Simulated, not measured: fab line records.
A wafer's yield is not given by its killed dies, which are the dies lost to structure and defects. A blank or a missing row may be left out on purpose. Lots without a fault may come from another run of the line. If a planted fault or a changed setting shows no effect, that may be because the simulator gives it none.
Split-lot experiment | flow n5_finfet | 21 wafers read from 7 lots, route of 1938 steps

== ON THE SPLIT ==
At N5_BEOL_M14_ETCH_59 (etches BARC in N2/H2, target depth 89 nm, overetch 26.7 nm, time 67.9 s), the setting time_s was moved away from the recipe's 67.9 s on 8 of the 21 wafers read, by -18.9% to +13.6%. For the rest of the wafers, this setting stayed at what the recipe calls for.

The reading is taken at the split's own step.

== THE READING ==
coat_of_BEOL_M14_COAT_04.thk_nm (the simulator's own value, which no gauge read), in nm, at N5_BEOL_M14_ETCH_59 (etches BARC in N2/H2, target depth 89 nm, overetch 26.7 nm, time 67.9 s). There is no usual value for it anywhere in the file. Average 718.8 nm, standard deviation 3.4 nm, over the 13 wafers here run with the recipe.

wafer  | tool, chamber at the split | time_s as run, s | against the recipe | coat_of_BEOL_M14_COAT_04.thk_nm, nm | against lot-mates on the recipe
L075.1 | rie_diel-05, 0             | 67.9             | recipe             | 718                                 | -
L075.3 | rie_diel-05, 2             | 67.9             | recipe             | 719.8                               | -
L075.6 | rie_diel-05, 3             | 67.9             | recipe             | 720                                 | -
L077.3 | rie_diel-04, 0             | 67.9             | recipe             | 724.6                               | -
L077.4 | rie_diel-04, 1             | 77.11            | +13.6%             | 711.2                               | -13.4
L077.6 | rie_diel-04, 0             | 77.11            | +13.6%             | 713.4                               | -11.2
L082.4 | rie_diel-04, 3             | 67.9             | recipe             | 715                                 | -
L082.5 | rie_diel-04, 1             | 67.9             | recipe             | 716.2                               | -
L082.6 | rie_diel-04, 2             | 67.9             | recipe             | 715.4                               | -
L089.2 | rie_diel-05, 2             | 67.9             | recipe             | 720.6                               | -
L089.4 | rie_diel-05, 2             | 67.9             | recipe             | 724.8                               | -
L089.6 | rie_diel-05, 0             | 67.9             | recipe             | 716.2                               | -
L092.2 | rie_diel-01, 0             | 67.9             | recipe             | 720.6                               | -
L092.3 | rie_diel-01, 2             | 56.93            | -16.2%             | 729.8                               | +9.2
L092.4 | rie_diel-01, 1             | 56.93            | -16.2%             | 727.2                               | +6.6
L096.2 | rie_diel-05, 0             | 72.57            | +6.9%              | 710.8                               | -8.4
L096.5 | rie_diel-05, 1             | 67.9             | recipe             | 719.2                               | -
L096.6 | rie_diel-05, 3             | 72.57            | +6.9%              | 716.4                               | -2.8
L097.2 | rie_diel-04, 1             | 55.04            | -18.9%             | 730                                 | +16.6
L097.3 | rie_diel-04, 2             | 67.9             | recipe             | 713.4                               | -
L097.6 | rie_diel-04, 1             | 55.04            | -18.9%             | 728.8                               | +15.4

FIT RESULTS
A straight line over all 21 wafers: coat_of_BEOL_M14_COAT_04.thk_nm changes by -0.566 nm for each +1% of time_s; r = -0.87; the points scatter about the line by 3.1 nm.
The same after taking each lot's own level away (the mean of its wafers on the recipe; 21 wafers): -0.756 nm for each +1%; r = -0.95; scatter 2.4 nm.
Per that fit: largest time_s move, reading shift of 14 nm.
The span of the lots' own levels, 713.40 to 724.60 nm, comes to 3.3 times the standard deviation stated above.
Hence the slope depends on the lot-to-lot level, as the two fits are not the same.
Check: +13 nm against its lot-mates is what the line predicts for one of the wafers moved furthest among these (-18.9%) when that wafer is left out of the fit. Against them it came out at +16.6 nm.

== THESE WAFERS: OTHER SPLITS ==
Note: prior to the reading, these wafers also went through further splits. Each is held against what the fit with the lots' levels taken away leaves over:
other split on the same wafers  | wafers away from the commonest value | r with coat_of_BEOL_M14_COAT_04.thk_nm (lot level and that fit taken away)
N5_BEOL_M8_ETCH_72 h2_flow_sccm | 6                                    | -0.23
N5_BEOL_M9_DESCUM_16 time_s     | 8                                    | +0.17
N5_BEOL_M10_DEP_56 time_s       | 8                                    | +0.17
N5_BEOL_M11_ILD_DEP_00 time_s   | 7                                    | +0.13
N5_BEOL_M11_CURE_72 time_s      | 5                                    | +0.04
N5_BEOL_M14_PEB_08 peb_time_s   | 7                                    | +0.26

== FILE'S OWN FIT ==
coat_of_BEOL_M14_COAT_04.thk_nm changes by -0.747 nm for each +1% of time_s, r = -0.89.
